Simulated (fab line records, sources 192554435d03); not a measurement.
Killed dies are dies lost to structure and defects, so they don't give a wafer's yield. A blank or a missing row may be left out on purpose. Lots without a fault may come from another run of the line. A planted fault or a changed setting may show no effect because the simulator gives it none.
Which tool did it? | flow n5_finfet | 22 lots, 66 wafers sampled, at 2 steps of a route of 1938

WHAT THE GAUGES READ, wafer by wafer
N5_BEOL_M0_CUTY_CD_MEAS_57: target cd 200 nm. Usual: cd_nm 200.4 nm, standard deviation 0.83.
lot  | measured     | on        | cd_nm (nm)        | flag
L074 | day 5 19:06  | cd_sem-02 | 200.8 201.2 200.4 |
L075 | day 5 23:45  | cd_sem-03 | 200.4 200.7 201.3 |
L076 | day 6 06:28  | cd_sem-03 | 200.3 201.2 200.8 |
L077 | day 6 13:23  | cd_sem-03 | 201.6 201.4 201.1 |
L078 | day 6 16:49  | cd_sem-03 | 199.5 200.0 200.3 |
L080 | day 7 10:03  | cd_sem-03 | 199.8 199.4 199.1 |
L081 | day 7 13:53  | cd_sem-03 | 200.3 200.8 201.2 |
L082 | day 7 17:53  | cd_sem-02 | 198.7 199.9 199.5 |
L083 | day 7 22:10  | cd_sem-02 | 201.2 202.3 200.9 |
L084 | day 8 08:16  | cd_sem-02 | 200.0 200.7 201.1 |
L085 | day 8 10:48  | cd_sem-03 | 199.6 199.4 199.4 |
L086 | day 8 21:28  | cd_sem-02 | 200.5 199.8 201.0 |
L087 | day 9 02:34  | cd_sem-03 | 201.6 200.3 199.9 |
L088 | day 9 05:17  | cd_sem-03 | 199.3 200.8 200.6 |
L089 | day 9 18:31  | cd_sem-01 | 199.8 200.1 199.0 |
L090 | day 9 18:58  | cd_sem-01 | 198.4 199.7 200.3 |
L091 | day 10 02:51 | cd_sem-01 | 201.6 200.9 200.2 |
L092 | day 10 06:35 | cd_sem-02 | 200.6 200.9 200.3 |
L093 | day 10 11:11 | cd_sem-02 | 200.9 201.2 200.7 |
L094 | day 10 15:17 | cd_sem-02 | 200.4 201.7 201.2 |
L095 | day 10 20:01 | cd_sem-01 | 200.7 201.3 200.1 |
L097 | day 11 17:46 | cd_sem-03 | 200.3 199.2 199.6 |

WHICH TOOL RAN EACH LOT (tool, then ch and the chambers of the sampled wafers, then the start)
lot  | N5_BEOL_M0_SAQP_STRIP_75
L074 | rie_diel-03 ch 0,1,3, day 5 18:50
L075 | rie_diel-03 ch 0,1, day 5 23:22
L076 | rie_diel-04 ch 2,3, day 6 06:13
L077 | rie_diel-03 ch 1,3, day 6 13:07
L078 | rie_diel-04 ch 1,3, day 6 16:25
L080 | rie_diel-04 ch 0,2,3, day 7 09:39
L081 | rie_diel-04 ch 0,2,3, day 7 13:34
L082 | rie_diel-03 ch 0,1, day 7 17:29
L083 | rie_diel-06 ch 0,2,3, day 7 21:46
L084 | rie_diel-03 ch 0,1, day 8 07:59
L085 | rie_diel-06 ch 0,2,3, day 8 10:25
L086 | rie_diel-04 ch 1,2, day 8 21:04
L087 | rie_diel-04 ch 0,1,2, day 9 02:19
L088 | rie_diel-04 ch 0,3, day 9 04:53
L089 | rie_diel-06 ch 0,2,3, day 9 18:07
L090 | rie_diel-06 ch 0,2, day 9 18:41
L091 | rie_diel-03 ch 0,1,2, day 10 02:28
L092 | rie_diel-06 ch 0,1,2, day 10 06:19
L093 | rie_diel-03 ch 1,3, day 10 10:47
L094 | rie_diel-06 ch 1,3, day 10 14:53
L095 | rie_diel-04 ch 0,3, day 10 19:37
L097 | rie_diel-03 ch 0,2,3, day 11 17:22
- N5_BEOL_M0_SAQP_STRIP_75: strips in CF4.

WHAT THE TOOLS THEMSELVES READ (means of the sampled wafers that have a number; where no wafer has one, the mark that the record gives instead)
N5_BEOL_M0_SAQP_STRIP_75. Usual: drypump_motor_current_A 5.9 A, standard deviation 0.39; oes_product_au 0.175 a.u., standard deviation 0.017; rf_vpp_V 271.5 V, standard deviation 1.3; showerhead_plenum_p_Torr 1.81 Torr, standard deviation 0.046; throttle_valve_pct 13.65 %, standard deviation 0.29.
lot  | tool        | drypump_motor_current_A (A) | oes_product_au (a.u.) | rf_vpp_V (V) | showerhead_plenum_p_Torr (Torr) | throttle_valve_pct (%) | flag
L074 | rie_diel-03 | 6.1                         | 0.166                 | 272.6        | 1.85                            | 13.75                  |
L075 | rie_diel-03 | 5.9                         | 0.165                 | 272.3        | 1.86                            | 13.82                  |
L076 | rie_diel-04 | 6.0                         | 0.165                 | 272.5        | 1.84                            | 13.86                  |
L077 | rie_diel-03 | 6.1                         | 0.160                 | 272.2        | 1.84                            | 13.67                  |
L078 | rie_diel-04 | 5.6                         | 0.174                 | 273.4        | 1.85                            | 13.74                  |
L080 | rie_diel-04 | 5.9                         | 0.176                 | 272.0        | 1.84                            | 13.64                  |
L081 | rie_diel-04 | 5.9                         | 0.178                 | 271.3        | 1.84                            | 13.65                  |
L082 | rie_diel-03 | 5.9                         | 0.161                 | 272.6        | 1.86                            | 13.86                  |
L083 | rie_diel-06 | 5.6                         | 0.170                 | 269.1        | 1.75                            | 13.81                  |
L084 | rie_diel-03 | 5.9                         | 0.161                 | 271.3        | 1.85                            | 13.87                  |
L085 | rie_diel-06 | 5.6                         | 0.176                 | 270.8        | 1.75                            | 13.82                  |
L086 | rie_diel-04 | 6.3                         | 0.167                 | 272.8        | 1.84                            | 13.65                  |
L087 | rie_diel-04 | 6.3                         | 0.175                 | 272.3        | 1.83                            | 13.54                  |
L088 | rie_diel-04 | 5.8                         | 0.191                 | 271.9        | 1.83                            | 13.44                  |
L089 | rie_diel-06 | 5.6                         | 0.174                 | 269.7        | 1.75                            | 13.84                  |
L090 | rie_diel-06 | 5.5                         | 0.176                 | 269.8        | 1.76                            | 13.69                  |
L091 | rie_diel-03 | 5.9                         | 0.169                 | 271.5        | 1.81                            | 13.73                  |
L092 | rie_diel-06 | 5.4                         | 0.174                 | 271.8        | 1.77                            | 13.73                  |
L093 | rie_diel-03 | 5.9                         | 0.175                 | 271.7        | 1.85                            | 13.59                  |
L094 | rie_diel-06 | 5.8                         | 0.165                 | 270.3        | 1.73                            | 13.83                  |
L095 | rie_diel-04 | 5.6                         | 0.178                 | 272.4        | 1.83                            | 13.70                  |
L097 | rie_diel-03 | 6.1                         | 0.207                 | 271.1        | 1.79                            | 13.29                  |

THE ANSWER, worked out from the rows above alone
Rule: a lot is off if the mean of its wafers that have a number lies more than 3 standard deviations from the usual mean. A lot without any number at a reading at which 4 lots or more have one is off too. The other lots that the step has rows for count as sound. The gauges are gone through in route order, then the tools' own readings, and for those a lot's mean is taken as printed above. The first step at which some lot is off is used, and at that step the reading that is off furthest; a lot without a number counts as furthest.
No lot is off at any reading shown: from this, nothing can be told.

WHAT THE SIMULATOR HAD PUT IN
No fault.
